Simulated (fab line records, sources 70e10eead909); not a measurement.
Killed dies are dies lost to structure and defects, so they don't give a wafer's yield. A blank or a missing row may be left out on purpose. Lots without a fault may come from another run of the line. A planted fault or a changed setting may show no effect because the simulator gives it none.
Chamber matching | flow nand_harc | NHARC_A_STAIRCASE_ETCH_292 on rie_diel-02: 4 sister chambers
The step etches the open film in CF4/CHF3. 7 wafers are shown with their chamber, then 7 later ones without.

WAFERS WITH THEIR CHAMBER
wafer  | chamber | throttle_valve_pct (%) | oes_product_au (a.u.)
L079.1 | 1       | 16.794                 | 0.918
L079.4 | 2       | 16.785                 | 0.910
L080.1 | 0       | 16.793                 | 0.915
L080.2 | 3       | 16.796                 | 0.908
L080.5 | 3       | 16.802                 | 0.921
L086.4 | 1       | 16.810                 | 0.953
L086.5 | 0       | 16.820                 | 0.915

WAFERS WITHOUT THEIR CHAMBER
wafer  | throttle_valve_pct (%) | oes_product_au (a.u.)
L086.6 | 16.810                 | 0.919
L090.1 | 16.809                 | 0.917
L090.4 | 16.806                 | 0.903
L090.5 | 16.810                 | 0.918
L097.1 | 16.805                 | 0.911
L097.2 | 16.803                 | 0.916
L097.3 | 16.805                 | 0.933

WHICH CHAMBER EACH WENT THROUGH
wafer  | from the rows above               | in truth
L086.6 | can't be placed: 0 or 3 or 1 or 2 | 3
L090.1 | can't be placed: 0 or 3 or 1 or 2 | 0
L090.4 | can't be placed: 0 or 3 or 2 or 1 | 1
L090.5 | can't be placed: 0 or 3 or 1 or 2 | 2
L097.1 | can't be placed: 0 or 3 or 2 or 1 | 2
L097.2 | can't be placed: 0 or 3 or 1 or 2 | 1
L097.3 | can't be placed: 1 or 0 or 3 or 2 | 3
Placed correctly: 0 of 7. Can't be placed from these rows: 7 (the true chamber is among the candidates in 7). Placed wrongly: 0.
How it was worked out, from the rows above alone: a wafer's distance from a chamber is the root of the sum, over the readings, of the square of ((its reading less the chamber's mean) divided by the reading's scatter). The wafer belongs to the nearest chamber; if the next one is less than 2 further off, it can't be placed. A chamber's mean is the mean of its shown wafers. The scatter: the root of (the sum of the squares of (reading less its chamber's mean) over the shown wafers, divided by (wafers less chambers)).
